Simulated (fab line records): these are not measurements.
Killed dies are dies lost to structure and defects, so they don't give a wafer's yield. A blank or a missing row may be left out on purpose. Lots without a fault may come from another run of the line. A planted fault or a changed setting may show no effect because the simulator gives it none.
fab line records	flow nand_harc
record: lots: 5	wafers: 15	last_day: 33
route steps=1302 shown P_STI@90 P_GATE@110
lots with no fault: from the same line, run without faults
start_h: hours from the record's opening day to when the first of the lot's shown wafers began	wait_h: hours elapsed since this lot's preceding step	" identical to the entry in the row above	L1.1+2: a single row standing in for several wafers	- no value, or no start was given	* or withheld: withheld	< > ~ a bound
route shown NAME@n: a module of which the file shows steps, and the number in the route of the first	usual: mean/standard deviation taken from wafers without a fault	same: alike in all rows	chamber/n: place in a boat	sites: readings site by site	_std_site: the standard deviation of these	_edge_site: inner sites' mean taken away from outer sites' mean	radius_mm: how far each site lies from the wafer's centre	mask NAME#n: copy n	behind: tool/chamber where the wafer was last shaped	hold: the reason the lot was held/the length of the hold in hours/how it ended	device: names the non-switching transistor (n, p or np)	end of line: tests run on the same wafers once the route is complete	where a step has no rows: the recipe by itself	killed: dies lost to structure and defects at the first sort, not the wafer's yield	map: the dies of a wafer, with x for killed, . for not killed, _ for no die there
set.NAME: the setting the step ran with; set.NAME@STEP: the setting that earlier step ran with	model.NAME: the simulator's own value behind a step, which no gauge read
a table for each step, a row for each wafer; lots at some steps of the route
services: the hour from which a tool's chamber was out of use, counted from the record's first day as start_h (under 0 if before that day), plus the number of hours and why
== steps ==
step: NHARC_P_STI_ETCH_15
recipe: target_depth_a: 3000	taper_deg: 4	time_s: 100.1	hbr_flow_sccm: 150	cl2_flow_sccm: 50	rf_w: 400	icp_w: 400	bias_w: 100	chemistry: HBr/Cl2
usual: drypump_motor_current_A: 5.8/0.63	oes_product_au: 0.999/0.0071	throttle_valve_pct: 26.405/0.0091
lot.wafer	tool	chamber	start_h	wait_h	drypump_motor_current_A	oes_product_au	rf_hours_counter_h	throttle_valve_pct
L075.4	rie_si-05	3	58.49	-	5.0	1.006	0.5	26.401
L075.2	"	0	"	"	5.7	1.008	0.5	26.406
L075.1	"	2	"	"	5.7	1.004	0.5	26.404
L081.1	rie_si-06	1	114.32	-	5.1	0.997	0.3	26.389
L081.6	"	2	"	"	6.6	0.993	-	26.393
L081.4	"	0	"	"	6.4	1.002	-	26.418
L088.2	rie_si-01	0	183.68	-	5.4	1.004	0.9	26.409
L088.1	"	2	"	"	6.1	0.985	0.9	26.403
L088.5	"	3	"	"	4.7	1.003	-	26.412
L093.1	rie_si-01	3	234.29	-	4.7	0.990	0.2	26.411
L093.2	"	0	"	"	5.4	0.998	0.3	26.403
L093.3	"	1	"	"	6.4	1.001	0.2	26.404
L095.1	rie_si-05	1	254.34	-	6.7	0.996	0.7	26.408
L095.3	"	3	"	"	5.0	1.011	0.7	26.413
L095.4	"	0	"	"	5.7	1.008	0.6	26.391
step: NHARC_P_STI_CD_MEAS_16
usual: cd_nm: 198.9/1.9
lot.wafer	tool	chamber	start_h	wait_h	cd_nm
L075.1	cd_sem-02	-	58.65	-	197.1
L075.2	"	-	"	"	198.6
L075.4	"	-	"	"	199.2
L081.1	cd_sem-02	-	114.51	-	200.3
L081.4	"	-	"	"	199.0
L081.6	"	-	"	"	199.8
L088.1	cd_sem-01	-	183.83	-	197.0
L088.2	"	-	"	"	198.6
L088.5	"	-	"	"	197.9
L093.1	cd_sem-01	-	234.45	-	199.4
L093.2	"	-	"	"	198.8
L093.3	"	-	"	"	200.4
L095.1	cd_sem-03	-	254.50	-	200.4
L095.3	"	-	"	"	201.2
L095.4	"	-	"	"	202.9
step: NHARC_P_STI_OCD_MEAS_17
usual: trench_depth_nm: 300.0/3	trench_foot_cd_nm: 157.4/1.9
lot.wafer	tool	chamber	start_h	wait_h	trench_depth_nm	trench_foot_cd_nm
L075.1	ocd-02	-	58.74	0.1	303.8	154.9
L075.2	"	-	"	"	303.7	156.7
L075.4	"	-	"	"	300.9	157.0
L081.1	ocd-02	-	114.60	0.1	300.4	157.9
L081.4	"	-	"	"	302.5	156.5
L081.6	"	-	"	"	300.1	157.3
L088.1	ocd-01	-	183.92	0.1	296.5	156.4
L088.2	"	-	"	"	303.2	157.0
L088.5	"	-	"	"	297.8	156.0
L093.1	ocd-02	-	234.54	0.1	296.9	158.0
L093.2	"	-	"	"	301.3	156.2
L093.3	"	-	"	"	303.3	158.1
L095.1	ocd-02	-	254.59	0.1	301.6	159.1
L095.3	"	-	"	"	302.7	157.9
L095.4	"	-	"	"	307.1	159.8
step: NHARC_P_STI_STRIP_19
recipe: time_s: 900	temp_c: 130	chemistry: SPM
usual: bath_heat_duty_pct: 15.3/1.5
lot.wafer	tool	chamber	start_h	wait_h	bath_heat_duty_pct
L075.2	wet_bench-05	2	58.81	0.1	15.5
L075.4	"	4	"	"	17.9
L075.1	"	5	"	"	15.9
L081.1	wet_bench-09	0	114.67	0.1	13.2
L081.6	"	2	"	"	15.4
L081.4	"	3	"	"	14.9
L088.5	wet_bench-04	1	183.98	0.1	18.1
L088.1	"	3	"	"	13.0
L088.2	"	5	"	"	14.7
L093.2	wet_bench-09	0	234.62	0.1	14.6
L093.1	"	1	"	"	16.6
L093.3	"	2	"	"	16.2
L095.1	wet_bench-04	5	254.65	0.1	14.3
L095.3	"	6	"	"	13.0
L095.4	"	0	"	"	15.3
step: NHARC_P_STI_PRECLEAN_32
recipe: time_s: *	temp_c: 50	bath_age_min: 0	chemistry: SC1
usual: bath_heat_duty_pct: 7.2/0.81
lot.wafer	tool	chamber	start_h	wait_h	bath_heat_duty_pct
L075.2	wet_bench-05	2	-	-	7.1
L075.4	"	4	"	"	8.6
L075.1	"	5	"	"	8.2
L081.1	wet_bench-09	0	-	-	6.2
L081.6	"	2	"	"	7.1
L081.4	"	3	"	"	7.1
L088.5	wet_bench-04	1	-	-	8.2
L088.1	"	3	"	"	4.9
L088.2	"	5	"	"	5.0
L093.2	wet_bench-09	0	-	-	6.4
L093.1	"	1	"	"	8.4
L093.3	"	2	"	"	7.3
L095.1	wet_bench-04	5	-	-	7.2
L095.3	"	6	"	"	7.0
L095.4	"	0	"	"	6.1
step: NHARC_P_STI_SRD_23
lot.wafer	tool	chamber	start_h	wait_h
L075.2+4+1	wet_bench-05	2,4,5	-	-
L081.1+6+4	wet_bench-09	0,2,3	-	-
L088.5+1+2	wet_bench-04	1,3,5	-	-
L093.2+1+3	wet_bench-09	0,1,2	-	-
L095.1+3+4	wet_bench-04	5,6,0	-	-
step: NHARC_P_STI_OCD_MEAS_43
usual: trench_depth_nm: 300.0/3	trench_foot_cd_nm: 157.4/1.9
lot.wafer	tool	chamber	start_h	wait_h	trench_depth_nm	trench_foot_cd_nm
L075.1	ocd-01	-	59.24	-	304.0	154.9
L075.2	"	-	"	"	304.4	156.1
L075.4	"	-	"	"	301.0	156.6
L081.1	ocd-01	-	115.11	-	300.6	157.0
L081.4	"	-	"	"	303.1	156.5
L081.6	"	-	"	"	299.5	157.0
L088.1	ocd-02	-	184.44	-	296.0	156.5
L088.2	"	-	"	"	302.6	156.7
L088.5	"	-	"	"	297.4	156.2
L093.1	ocd-01	-	235.05	-	296.1	158.3
L093.2	"	-	"	"	301.2	156.8
L093.3	"	-	"	"	302.9	158.9
L095.1	ocd-01	-	255.10	-	301.0	159.0
L095.3	"	-	"	"	302.1	158.8
L095.4	"	-	"	"	307.5	159.9
step: NHARC_P_STI_OXIDE_33
recipe: target_thk_a: 100	temp_c: 1000	ox_time_s: 281	material: SiO2
usual: zone_power_lower_pct: 21.5/1.6
lot.wafer	tool	chamber	start_h	wait_h	zone_power_lower_pct
L075.1	furnace-02	0	63.88	4.6	20.1
L075.2	"	0	"	"	20.4
L075.4	"	0	"	"	20.2
L081.1	furnace-02	0	118.80	3.7	20.4
L081.4	"	0	"	"	20.1
L081.6	"	0	"	"	20.6
L088.1	furnace-04	0	187.43	3.0	20.4
L088.2	"	0	"	"	20.5
L088.5	"	0	"	"	20.5
L093.1	furnace-01	0	238.24	3.2	24.1
L093.2	"	0	"	"	23.9
L093.3	"	0	"	"	24.2
L095.1	furnace-01	0	258.29	3.2	24.1
L095.3	"	0	"	"	23.7
L095.4	"	0	"	"	23.8
step: NHARC_P_STI_HDPCVD_20
recipe: target_thk_a: withheld	sigma_open_frac: withheld	material: SiO2
lot.wafer	tool	chamber	start_h	wait_h
L075.2+1+4	hdpcvd-01	1,0,1	68.63	0.4
L081.1+4+6	hdpcvd-01	0,0,1	123.50	0.4
L088.2+1+5	hdpcvd-01	1,0,0	198.00	6.2
L093.1+2+3	hdpcvd-01	0,1,1	242.99	0.4
L095.1+4+3	hdpcvd-01	1,1,0	262.99	0.4
step: NHARC_P_STI_ANNEAL_34
recipe: temp_c: 1000	time_s: 1800
usual: zone_power_lower_pct: 21.4/1.6
lot.wafer	tool	chamber	start_h	wait_h	zone_power_lower_pct
L075.1	furnace-01	0	74.77	6.0	23.7
L075.2	"	0	"	"	24.3
L075.4	"	0	"	"	23.7
L081.1	furnace-01	0	128.24	4.7	23.5
L081.4	"	0	"	"	23.6
L081.6	"	0	"	"	23.9
L088.1	furnace-01	0	201.74	3.6	23.6
L088.2	"	0	"	"	23.4
L088.5	"	0	"	"	23.8
L093.1	furnace-02	0	247.25	4.2	20.1
L093.2	"	0	"	"	20.2
L093.3	"	0	"	"	20.5
L095.1	furnace-04	0	267.56	4.5	20.4
L095.3	"	0	"	"	20.7
L095.4	"	0	"	"	20.4
step: NHARC_P_STI_CMP_21
recipe: t_overpolish_s: 20	target_thk_nm: 380.67
usual: motor_current_A: 12.5/1.2	overpolish_run_s: 20.000/0.0092
lot.wafer	tool	chamber	start_h	wait_h	motor_current_A	overpolish_run_s
L075.2	cmp-02	2	79.64	0.4	13.9	19.988
L075.1	"	3	"	"	10.3	19.986
L075.4	"	0	"	"	11.9	19.999
L081.1	cmp-03	1	133.17	0.4	11.7	20.009
L081.4	"	3	"	"	14.3	19.986
L081.6	"	1	"	"	11.4	19.996
L088.1	cmp-02	1	206.63	0.4	11.5	20.004
L088.2	"	3	"	"	10.6	20.004
L088.5	"	2	"	"	14.3	19.986
L093.3	cmp-03	2	252.14	0.4	13.1	19.983
L093.1	"	3	"	"	14.5	19.993
L093.2	"	0	"	"	12.6	20.003
L095.1	cmp-03	0	272.54	0.4	13.1	20.004
L095.3	"	1	"	"	11.7	19.993
L095.4	"	2	"	"	13.5	19.994
step: NHARC_P_STI_SRD_35
lot.wafer	tool	chamber	start_h	wait_h
L075.1+4+2	wet_bench-09	5,0,2	79.95	0.0
L081.6+1+4	wet_bench-04	5,7,0	133.45	0.0
L088.2+5+1	wet_bench-05	6,0,2	206.93	0.0
L093.1+3+2	wet_bench-05	4,7,1	252.42	0.0
L095.4+3+1	wet_bench-05	4,6,1	272.82	0.0
step: NHARC_P_STI_ETCH_36
recipe: target_depth_a: 388	chemistry: dHF	material: SiO2
lot.wafer	tool	chamber	start_h	wait_h
L075.1+4+2	wet_bench-09	5,0,2	79.97	0.0
L081.6+1+4	wet_bench-04	5,7,0	133.47	0.0
L088.2+5+1	wet_bench-05	6,0,2	206.95	0.0
L093.1+3+2	wet_bench-05	4,7,1	252.44	0.0
L095.4+3+1	wet_bench-05	4,6,1	272.84	0.0
step: NHARC_P_STI_STRIP_24
recipe: temp_c: 160	chemistry: H3PO4	material: Si3N4
usual: bath_heat_duty_pct: 27.6/2.3
lot.wafer	tool	chamber	start_h	wait_h	bath_heat_duty_pct
L075.1	wet_bench-09	5	79.98	0.0	27.2
L075.4	"	0	"	"	24.7
L075.2	"	2	"	"	26.1
L081.6	wet_bench-04	5	133.48	0.0	26.5
L081.1	"	7	"	"	28.3
L081.4	"	0	"	"	27.5
L088.2	wet_bench-05	6	206.96	0.0	28.0
L088.5	"	0	"	"	28.2
L088.1	"	2	"	"	27.2
L093.1	wet_bench-05	4	252.45	0.0	31.0
L093.3	"	7	"	"	27.3
L093.2	"	1	"	"	26.7
L095.4	wet_bench-05	4	272.85	0.0	30.5
L095.3	"	6	"	"	29.3
L095.1	"	1	"	"	27.8
step: NHARC_P_STI_ETCH_37
recipe: target_depth_a: 110	chemistry: dHF	material: SiO2
lot.wafer	tool	chamber	start_h	wait_h
L075.1+4+2	wet_bench-09	5,0,2	-	-
L081.6+1+4	wet_bench-04	5,7,0	-	-
L088.2+5+1	wet_bench-05	6,0,2	-	-
L093.1+3+2	wet_bench-05	4,7,1	-	-
L095.4+3+1	wet_bench-05	4,6,1	-	-
step: NHARC_P_STI_PRECLEAN_38
recipe: time_s: *	temp_c: 50	bath_age_min: 0	chemistry: SC1
usual: bath_heat_duty_pct: 7.4/0.72
lot.wafer	tool	chamber	start_h	wait_h	bath_heat_duty_pct
L075.1	wet_bench-09	5	-	-	6.5
L075.4	"	0	"	"	6.0
L075.2	"	2	"	"	7.8
L081.6	wet_bench-04	5	-	-	7.0
L081.1	"	7	"	"	7.1
L081.4	"	0	"	"	7.7
L088.2	wet_bench-05	6	-	-	7.0
L088.5	"	0	"	"	7.4
L088.1	"	2	"	"	7.3
L093.1	wet_bench-05	4	-	-	8.1
L093.3	"	7	"	"	7.3
L093.2	"	1	"	"	7.4
L095.4	wet_bench-05	4	-	-	8.6
L095.3	"	6	"	"	7.4
L095.1	"	1	"	"	8.2
step: NHARC_P_STI_SRD_39
lot.wafer	tool	chamber	start_h	wait_h
L075.1+4+2	wet_bench-09	5,0,2	-	-
L081.6+1+4	wet_bench-04	5,7,0	-	-
L088.2+5+1	wet_bench-05	6,0,2	-	-
L093.1+3+2	wet_bench-05	4,7,1	-	-
L095.4+3+1	wet_bench-05	4,6,1	-	-
step: NHARC_P_STI_OXIDE_40
recipe: target_thk_a: 100	temp_c: 900	ox_time_s: 1362	material: SiO2
usual: zone_power_lower_pct: 17.0/1.3
lot.wafer	tool	chamber	start_h	wait_h	zone_power_lower_pct
L075.1	furnace-02	0	85.59	-	16.2
L075.2	"	0	"	"	16.0
L075.4	"	0	"	"	16.1
L081.1	furnace-04	0	136.84	-	16.1
L081.4	"	0	"	"	16.1
L081.6	"	0	"	"	16.0
L088.1	furnace-02	0	212.36	-	16.1
L088.2	"	0	"	"	16.3
L088.5	"	0	"	"	16.0
L093.1	furnace-01	0	253.60	-	18.7
L093.2	"	0	"	"	18.7
L093.3	"	0	"	"	19.0
L095.1	furnace-01	0	278.20	-	18.8
L095.3	"	0	"	"	18.7
L095.4	"	0	"	"	18.9
step: NHARC_P_STI_INSPECT_25
usual: raw_defect_count: 209/74
lot.wafer	tool	chamber	start_h	wait_h	raw_defect_count
L075.1	defect_inspect-01	-	89.67	0.4	145
L075.2	"	-	"	"	142
L075.4	"	-	"	"	117
L081.1	defect_inspect-01	-	140.90	0.4	83
L081.4	"	-	"	"	154
L081.6	"	-	"	"	173
L088.1	defect_inspect-02	-	216.41	0.4	170
L088.2	"	-	"	"	204
L088.5	"	-	"	"	214
L093.1	defect_inspect-01	-	257.63	0.4	199
L093.2	"	-	"	"	233
L093.3	"	-	"	"	352
L095.1	defect_inspect-01	-	282.25	0.4	163
L095.3	"	-	"	"	201
L095.4	"	-	"	"	176
step: NHARC_P_GATE_ETCH_69
recipe: target_depth_a: 140	chemistry: dHF	material: SiO2
lot.wafer	tool	chamber	start_h	wait_h
L075.4+1+2	wet_bench-07	6,2,3	89.72	0.0
L081.4+6+1	wet_bench-06	7,0,2	140.99	0.1
L088.1+2+5	wet_bench-01	0,2,3	216.50	0.1
L093.1+2+3	wet_bench-01	6,7,0	257.73	0.1
L095.1+3+4	wet_bench-07	2,4,7	282.30	0.1
step: NHARC_P_GATE_PRECLEAN_70
recipe: time_s: *	temp_c: 50	bath_age_min: 0	chemistry: SC1
usual: bath_heat_duty_pct: 7.1/0.71
lot.wafer	tool	chamber	start_h	wait_h	bath_heat_duty_pct
L075.4	wet_bench-07	6	89.82	0.1	8.3
L075.1	"	2	"	"	7.4
L075.2	"	3	"	"	6.7
L081.4	wet_bench-06	7	141.05	0.1	8.5
L081.6	"	0	"	"	7.4
L081.1	"	2	"	"	5.4
L088.1	wet_bench-01	0	216.56	0.1	7.3
L088.2	"	2	"	"	7.2
L088.5	"	3	"	"	7.2
L093.1	wet_bench-01	6	257.79	0.0	6.6
L093.2	"	7	"	"	7.5
L093.3	"	0	"	"	7.4
L095.1	wet_bench-07	2	282.40	0.1	6.9
L095.3	"	4	"	"	6.1
L095.4	"	7	"	"	7.6
step: NHARC_P_GATE_SRD_01
lot.wafer	tool	chamber	start_h	wait_h
L075.4+1+2	wet_bench-07	6,2,3	-	-
L081.4+6+1	wet_bench-06	7,0,2	-	-
L088.1+2+5	wet_bench-01	0,2,3	-	-
L093.1+2+3	wet_bench-01	6,7,0	-	-
L095.1+3+4	wet_bench-07	2,4,7	-	-
step: NHARC_P_GATE_OXIDE_02
recipe: target_thk_a: 375	temp_c: 950	p_h2o_torr: 720	ox_time_s: 365	material: SiO2
usual: zone_power_lower_pct: 22.8/1.7
lot.wafer	tool	chamber	start_h	wait_h	zone_power_lower_pct
L075.1	furnace-03	0	93.03	-	24.3
L075.2	"	0	"	"	24.3
L075.4	"	0	"	"	24.2
L081.1	furnace-03	0	146.54	-	24.3
L081.4	"	0	"	"	24.0
L081.6	"	0	"	"	24.5
L088.1	furnace-03	0	220.18	-	24.5
L088.2	"	0	"	"	24.0
L088.5	"	0	"	"	24.7
L093.1	furnace-08	0	261.71	-	20.4
L093.2	"	0	"	"	20.1
L093.3	"	0	"	"	20.6
L095.1	furnace-08	0	288.48	-	20.1
L095.3	"	0	"	"	20.5
L095.4	"	0	"	"	20.3
step: NHARC_P_GATE_DEHYDRATE_03
recipe: temp_c: 150	time_s: 120
lot.wafer	tool	chamber	start_h	wait_h
L075.1+2+4	litho_track-05	0	97.55	0.4
L081.1+4+6	litho_track-03	0	151.10	0.4
L088.1+2+5	litho_track-05	0	224.75	0.4
L093.1+2+3	litho_track-03	0	266.30	0.4
L095.1+3+4	litho_track-07	0	292.99	0.4
step: NHARC_P_GATE_HMDS_04
recipe: time_s: 30
lot.wafer	tool	chamber	start_h	wait_h
L075.1+2+4	litho_track-05	0	-	-
L081.1+4+6	litho_track-03	0	-	-
L088.1+2+5	litho_track-05	0	-	-
L093.1+2+3	litho_track-03	0	-	-
L095.1+3+4	litho_track-07	0	-	-
step: NHARC_P_GATE_COAT_05
recipe: spin_rpm: 4690
lot.wafer	tool	chamber	start_h	wait_h
L075.1+2+4	litho_track-05	0	-	-
L081.1+4+6	litho_track-03	0	-	-
L088.1+2+5	litho_track-05	0	-	-
L093.1+2+3	litho_track-03	0	-	-
L095.1+3+4	litho_track-07	0	-	-
step: NHARC_P_GATE_SOFTBAKE_06
recipe: temp_c: 122	time_s: 95
lot.wafer	tool	chamber	start_h	wait_h
L075.1+2+4	litho_track-05	0	-	-
L081.1+4+6	litho_track-03	0	-	-
L088.1+2+5	litho_track-05	0	-	-
L093.1+2+3	litho_track-03	0	-	-
L095.1+3+4	litho_track-07	0	-	-
step: NHARC_P_GATE_EBR_07
lot.wafer	tool	chamber	start_h	wait_h
L075.1+2+4	litho_track-05	0	-	-
L081.1+4+6	litho_track-03	0	-	-
L088.1+2+5	litho_track-05	0	-	-
L093.1+2+3	litho_track-03	0	-	-
L095.1+3+4	litho_track-07	0	-	-
step: NHARC_P_GATE_EXPOSE_08
recipe: na: 0.6	dose_mj: 16.75	mask_id: P_HV
usual: exposure_dose_mJ_cm2: 16.752/0.018
same: na: 0.6
lot.wafer	tool	chamber	start_h	wait_h	mask	exposure_dose_mJ_cm2
L075.1	krf_scanner-04	0	97.69	-	P_HV#0	16.765
L075.2	"	0	"	"	P_HV#0	16.764
L075.4	"	0	"	"	P_HV#0	16.771
L081.1	krf_scanner-02	0	151.37	-	P_HV#0	16.775
L081.4	"	0	"	"	P_HV#0	16.808
L081.6	"	0	"	"	P_HV#0	16.779
L088.1	krf_scanner-04	0	225.02	-	P_HV#0	16.754
L088.2	"	0	"	"	P_HV#0	16.740
L088.5	"	0	"	"	P_HV#0	16.760
L093.1	krf_scanner-03	0	266.44	-	P_HV#0	16.740
L093.2	"	0	"	"	P_HV#0	16.739
L093.3	"	0	"	"	P_HV#0	16.724
L095.1	krf_scanner-03	0	293.26	-	P_HV#0	16.782
L095.3	"	0	"	"	P_HV#0	16.763
L095.4	"	0	"	"	P_HV#0	16.754
step: NHARC_P_GATE_PEB_09
recipe: peb_temp_c: 118	peb_time_s: 85
lot.wafer	tool	chamber	start_h	wait_h
L075.1+2+4	litho_track-03	0	97.76	0.1
L081.1+4+6	litho_track-03	0	151.44	0.1
L088.1+2+5	litho_track-07	0	225.09	0.1
L093.1+2+3	litho_track-05	0	266.51	0.1
L095.1+3+4	litho_track-07	0	293.32	0.1
step: NHARC_P_GATE_DEVELOP_10
recipe: time_s: 70
lot.wafer	tool	chamber	start_h	wait_h
L075.1+2+4	litho_track-03	0	-	-
L081.1+4+6	litho_track-03	0	-	-
L088.1+2+5	litho_track-07	0	-	-
L093.1+2+3	litho_track-05	0	-	-
L095.1+3+4	litho_track-07	0	-	-
step: NHARC_P_GATE_CD_MEAS_11
recipe: target_cd_nm: 1640	landing_energy_ev: 500
usual: cd_nm: 1640.3/1.4
lot.wafer	tool	chamber	start_h	wait_h	cd_nm
L075.1	cd_sem-01	0	97.85	-	1639.5
L075.2	"	0	"	"	1637.8
L075.4	"	0	"	"	1639.6
L081.1	cd_sem-01	0	151.53	-	1640.5
L081.4	"	0	"	"	1639.7
L081.6	"	0	"	"	1640.0
L088.1	cd_sem-02	0	225.18	-	1638.4
L088.2	"	0	"	"	1638.2
L088.5	"	0	"	"	1639.1
L093.1	cd_sem-02	0	266.60	-	1639.0
L093.2	"	0	"	"	1640.0
L093.3	"	0	"	"	1640.4
L095.1	cd_sem-02	0	293.41	-	1639.6
L095.3	"	0	"	"	1639.7
L095.4	"	0	"	"	1639.1
step: NHARC_P_GATE_HARDBAKE_12
recipe: temp_c: 125	time_s: 80
lot.wafer	tool	chamber	start_h	wait_h
L075.1+2+4	litho_track-07	0	97.93	-
L081.1+4+6	litho_track-07	0	151.62	-
L088.1+2+5	litho_track-03	0	225.26	-
L093.1+2+3	litho_track-05	0	266.68	-
L095.1+3+4	litho_track-03	0	293.49	-
== services ==
tool	chamber	start_h	hours	kind
furnace-04	-	37.81	20.0	repair
wet_bench-04	-	51.20	8.0	pm
cmp-03	-	65.46	4.0	pm
wet_bench-05	-	67.53	4.8	repair
litho_track-07	-	76.00	7.0	pm
wet_bench-05	-	84.80	8.0	pm
litho_track-03	-	100.02	7.0	pm
wet_bench-01	-	101.60	8.0	pm
cmp-03	-	106.41	1.0	repair
litho_track-05	-	124.02	7.0	pm
wet_bench-06	-	127.44	7.7	repair
cmp-03	-	137.96	3.1	repair
furnace-03	-	138.40	8.1	repair
wet_bench-07	-	160.05	8.0	pm
wet_bench-09	-	176.80	8.0	pm
hdpcvd-01	-	185.00	13.0	pm
furnace-01	-	206.26	26.0	pm
wet_bench-04	-	227.20	8.0	pm
litho_track-07	-	251.00	7.0	pm
wet_bench-05	-	260.80	8.0	pm
wet_bench-01	-	267.92	104.3	repair
wet_bench-07	-	271.27	4.0	repair
litho_track-03	-	275.02	7.0	pm
hdpcvd-01	-	290.85	48.1	repair
== key ==
fault none
